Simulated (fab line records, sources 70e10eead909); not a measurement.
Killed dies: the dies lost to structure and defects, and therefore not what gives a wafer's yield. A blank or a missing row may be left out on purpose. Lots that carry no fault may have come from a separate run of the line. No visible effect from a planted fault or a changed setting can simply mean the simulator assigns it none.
Chamber matching -- flow nand harc -- 4 sister chambers for NHARC_P_BONDPAD_ETCH_37 on rie diel-12
The step etches the open film in N2/H2, target depth 60 nm, overetch 18 nm, time 65.91 s. 4 wafers are shown with their chamber, then 7 later ones without.

WAFERS WITH THEIR CHAMBER
wafer,chamber,drypump motor current A (A)
L454.5,1,5.2
L453.5,0,6.3
L456.2,3,6.0
L456.3,2,6.1

WAFERS MISSING THEIR CHAMBER
wafer,drypump motor current A (A)
L456.6,6.0
L455.1,6.2
L455.3,6.4
L455.6,6.4
L468.2,6.2
L468.5,5.2
L468.6,6.2

WHICH CHAMBER EACH WENT THROUGH
wafer,from the rows above,in truth
L456.6,can't be placed: 3 or 2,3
L455.1,can't be placed: 0 or 2 or 3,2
L455.3,0,0
L455.6,0,0
L468.2,can't be placed: 0 or 2 or 3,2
L468.5,1,1
L468.6,can't be placed: 0 or 2 or 3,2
Correct placement for 3 of the 7. These rows do not allow placing 4 (true chamber among the candidates in 4). Placed wrongly: 0.
How it was worked out, from the rows above alone: a wafer's distance from a chamber is the root of the sum, over the readings, of the square of ((its reading less the chamber's mean) divided by the reading's scatter). If the next closest chamber is less than 2 further off than the closest, the wafer can't be placed; otherwise it belongs to the closest. The mean given for a chamber averages the wafers shown for that chamber. The scatter: root of mean squared gap, hidden wafer to nearest shown wafer, with one shown wafer a chamber.
